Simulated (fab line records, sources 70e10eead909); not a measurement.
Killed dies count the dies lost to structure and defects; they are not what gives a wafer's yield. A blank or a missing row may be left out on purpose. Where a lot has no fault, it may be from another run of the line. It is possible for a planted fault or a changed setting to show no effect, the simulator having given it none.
Which tool is to blame?    flow nand-harc    24 lots with 72 wafers sampled at 4 steps, on a route of 1302 steps

## WHAT THE GAUGES READ, wafer by wafer
NHARC_A_BONDPAD_THK_MEAS_30: measures by ellipsometry. Usual: thk-nm reads 199.9 nm (standard deviation 1.6).
lot   measured      on             thk-nm (nm)        flag
L075  day 23 13:23  film-metro-01  198.9 197.2 199.7  
L074  day 23 16:10  film-metro-01  199.6 198.5 201.5  
L076  day 24 09:45  film-metro-01  198.1 200.1 197.6  
L078  day 25 02:50  film-metro-02  197.6 200.0 199.4  
L077  day 25 11:40  film-metro-01  202.9 201.8 198.9  
L079  day 25 16:41  film-metro-01  200.1 199.2 200.0  
L081  day 25 17:59  film-metro-01  199.2 200.5 198.0  
L080  day 25 20:58  film-metro-01  197.1 198.3 198.1  
L082  day 26 03:08  film-metro-01  201.4 197.5 201.1  
L083  day 26 18:12  film-metro-01  200.4 200.6 199.5  
L084  day 27 08:41  film-metro-02  200.3 199.1 198.9  
L085  day 28 01:19  film-metro-02  198.7 199.3 198.9  
L086  day 28 02:50  film-metro-01  198.9 202.3 196.2  
L088  day 29 00:52  film-metro-01  199.9 200.1 202.6  
L087  day 29 02:28  film-metro-01  200.2 199.9 201.9  
L089  day 29 05:26  film-metro-01  199.8 202.4 201.3  
L091  day 29 10:40  film-metro-02  198.3 196.6 200.1  
L090  day 29 11:24  film-metro-01  201.6 201.4 200.2  
L093  day 30 21:20  film-metro-01  201.9 199.3 199.0  
L092  day 31 06:37  film-metro-02  199.8 199.7 196.5  
L094  day 31 13:58  film-metro-01  198.5 198.8 201.6  
L096  day 32 00:12  film-metro-02  199.4 199.4 202.7  
L097  day 32 02:07  film-metro-02  200.4 201.4 202.0  
L095  day 32 03:25  film-metro-01  199.2 198.8 200.5  

## TOOL THAT RAN EACH LOT (tool first, then ch and the chambers of the sampled wafers, then the start)
lot   NHARC_A_M0_ANNEAL_30              NHARC_A_M1_PRE_CLEAN_30                  NHARC_A_M1_DEP_33
L075  rtp-anneal-01 ch 0, day 23 07:01  pvd-sputter-03, day 23 12:12 or earlier  pecvd-02 ch 1,2, day 23 12:12
L074  rtp-anneal-01 ch 0, day 23 09:52  pvd-sputter-02, day 23 14:59 or earlier  pecvd-02 ch 0,2, day 23 14:59
L076  rtp-anneal-01 ch 0, day 24 03:28  pvd-sputter-01, day 24 08:32 or earlier  pecvd-01 ch 0,1,2, day 24 08:32
L078  rtp-anneal-02 ch 0, day 24 20:34  pvd-sputter-01, day 25 01:38 or earlier  pecvd-02 ch 0,1, day 25 01:38
L077  rtp-anneal-01 ch 0, day 25 05:00  pvd-sputter-02, day 25 10:27 or earlier  pecvd-02 ch 1,2, day 25 10:27
L079  rtp-anneal-01 ch 0, day 25 09:14  pvd-sputter-02, day 25 15:25 or earlier  pecvd-01 ch 1,2, day 25 15:25
L081  rtp-anneal-02 ch 0, day 25 11:16  pvd-sputter-02, day 25 16:38 or earlier  pecvd-04 ch 0,2, day 25 16:38
L080  rtp-anneal-01 ch 0, day 25 14:32  pvd-sputter-03, day 25 19:44 or earlier  pecvd-01 ch 1,2, day 25 19:44
L082  rtp-anneal-02 ch 0, day 25 20:37  pvd-sputter-03, day 26 01:58 or earlier  pecvd-01 ch 0,2, day 26 01:58
L083  rtp-anneal-02 ch 0, day 26 11:41  pvd-sputter-01, day 26 16:52 or earlier  pecvd-02 ch 0,2, day 26 16:52
L084  rtp-anneal-02 ch 0, day 27 02:34  pvd-sputter-03, day 27 07:31 or earlier  pecvd-02 ch 0,1,2, day 27 07:31
L085  rtp-anneal-02 ch 0, day 27 19:10  pvd-sputter-01, day 28 00:06 or earlier  pecvd-02 ch 0,1,2, day 28 00:06
L086  rtp-anneal-01 ch 0, day 27 20:37  pvd-sputter-03, day 28 01:40 or earlier  pecvd-02 ch 0,1, day 28 01:40
L088  rtp-anneal-01 ch 0, day 28 14:38  pvd-sputter-01, day 28 23:41 or earlier  pecvd-02 ch 0,1,2, day 28 23:41
L087  rtp-anneal-01 ch 0, day 28 16:22  pvd-sputter-01, day 29 01:15 or earlier  pecvd-04 ch 1,2, day 29 01:15
L089  rtp-anneal-02 ch 0, day 28 21:49  pvd-sputter-01, day 29 04:08 or earlier  pecvd-02 ch 0,1,2, day 29 04:08
L091  rtp-anneal-01 ch 0, day 29 03:35  pvd-sputter-03, day 29 09:25 or earlier  pecvd-02 ch 1,2, day 29 09:25
L090  rtp-anneal-02 ch 0, day 29 05:04  pvd-sputter-01, day 29 10:14 or earlier  pecvd-02 ch 1,2, day 29 10:14
L093  rtp-anneal-02 ch 0, day 30 14:51  pvd-sputter-02, day 30 20:05 or earlier  pecvd-01 ch 0,1,2, day 30 20:05
L092  rtp-anneal-02 ch 0, day 31 00:14  pvd-sputter-02, day 31 05:25 or earlier  pecvd-01 ch 0,1, day 31 05:25
L094  rtp-anneal-02 ch 0, day 31 07:37  pvd-sputter-03, day 31 12:48 or earlier  pecvd-02 ch 0,1,2, day 31 12:48
L096  rtp-anneal-02 ch 0, day 31 17:52  pvd-sputter-03, day 31 22:59 or earlier  pecvd-04 ch 0,1,2, day 31 22:59
L097  rtp-anneal-02 ch 0, day 31 19:41  pvd-sputter-02, day 32 00:56 or earlier  pecvd-04 ch 1,2, day 32 00:56
L095  rtp-anneal-01 ch 0, day 31 20:56  pvd-sputter-01, day 32 02:08 or earlier  pecvd-04 ch 0,1,2, day 32 02:08
- NHARC_A_M0_ANNEAL_30: time 90 s.
- NHARC_A_M1_PRE_CLEAN_30: time 30 s.
- NHARC_A_M1_DEP_33: deposits SiCN, target thk 30 nm.

## AS READ BY THE TOOLS THEMSELVES (means over the sampled wafers that have a number; for cases with no such wafer, the mark the record gives instead)
NHARC_A_M0_ANNEAL_30. Usual: anneal-temp-c-max 225.9, standard deviation 0.3; wafer_temp_C_max 226.23, standard deviation 0.29.
lot   tool           anneal-temp-c-max  wafer_temp_C_max  flag
L075  rtp-anneal-01  225.5              226.07            
L074  rtp-anneal-01  225.7              226.28            
L076  rtp-anneal-01  225.6              225.89            
L078  rtp-anneal-02  226.0              226.16            
L077  rtp-anneal-01  225.8              226.02            
L079  rtp-anneal-01  225.7              226.03            
L081  rtp-anneal-02  226.2              226.18            
L080  rtp-anneal-01  225.7              226.49            
L082  rtp-anneal-02  226.1              226.28            
L083  rtp-anneal-02  226.0              226.30            
L084  rtp-anneal-02  226.3              226.13            
L085  rtp-anneal-02  226.1              226.05            
L086  rtp-anneal-01  225.6              226.50            
L088  rtp-anneal-01  225.6              226.32            
L087  rtp-anneal-01  225.6              226.23            
L089  rtp-anneal-02  226.0              226.45            
L091  rtp-anneal-01  225.5              226.63            
L090  rtp-anneal-02  225.9              226.13            
L093  rtp-anneal-02  226.1              226.22            
L092  rtp-anneal-02  226.0              226.58            
L094  rtp-anneal-02  226.0              226.21            
L096  rtp-anneal-02  226.4              226.31            
L097  rtp-anneal-02  226.0              226.20            
L095  rtp-anneal-01  225.8              226.13            

NHARC_A_M1_PRE_CLEAN_30. Usual: heater-power-w reads 390 W (standard deviation 38).
lot   tool            heater-power-w (W)  flag
L075  pvd-sputter-03  382                 
L074  pvd-sputter-02  374                 
L076  pvd-sputter-01  369                 
L078  pvd-sputter-01  395                 
L077  pvd-sputter-02  391                 
L079  pvd-sputter-02  370                 
L081  pvd-sputter-02  409                 
L080  pvd-sputter-03  381                 
L082  pvd-sputter-03  391                 
L083  pvd-sputter-01  430                 
L084  pvd-sputter-03  367                 
L085  pvd-sputter-01  429                 
L086  pvd-sputter-03  361                 
L088  pvd-sputter-01  390                 
L087  pvd-sputter-01  392                 
L089  pvd-sputter-01  363                 
L091  pvd-sputter-03  368                 
L090  pvd-sputter-01  370                 
L093  pvd-sputter-02  399                 
L092  pvd-sputter-02  428                 
L094  pvd-sputter-03  400                 
L096  pvd-sputter-03  401                 
L097  pvd-sputter-02  402                 
L095  pvd-sputter-01  366                 

NHARC_A_M1_DEP_33. Usual: heater-power-w reads 582 W (standard deviation 91).
lot   tool      heater-power-w (W)  flag
L075  pecvd-02  575                 
L074  pecvd-02  624                 
L076  pecvd-01  484                 
L078  pecvd-02  551                 
L077  pecvd-02  604                 
L079  pecvd-01  441                 
L081  pecvd-04  516                 
L080  pecvd-01  487                 
L082  pecvd-01  589                 
L083  pecvd-02  608                 
L084  pecvd-02  620                 
L085  pecvd-02  626                 
L086  pecvd-02  654                 
L088  pecvd-02  590                 
L087  pecvd-04  582                 
L089  pecvd-02  595                 
L091  pecvd-02  634                 
L090  pecvd-02  612                 
L093  pecvd-01  538                 
L092  pecvd-01  613                 
L094  pecvd-02  592                 
L096  pecvd-04  580                 
L097  pecvd-04  639                 
L095  pecvd-04  583                 

## THE ANSWER, worked out from the rows above alone
Rule: a lot is off if the mean of its wafers that have a number lies more than 3 standard deviations from the usual mean. Also off: a lot with no number at a reading for which 4 or more lots have one. All remaining lots with rows at the step are treated as sound. Order of review: gauges by route order, followed by the tools' own readings, for which a lot's mean as printed above is used. The first step at which some lot is off is used, and at that step the reading that is off furthest; a lot without a number counts as furthest.
No lot is off at any reading shown: from this, nothing can be told.

## WHAT THE SIMULATOR PUT IN
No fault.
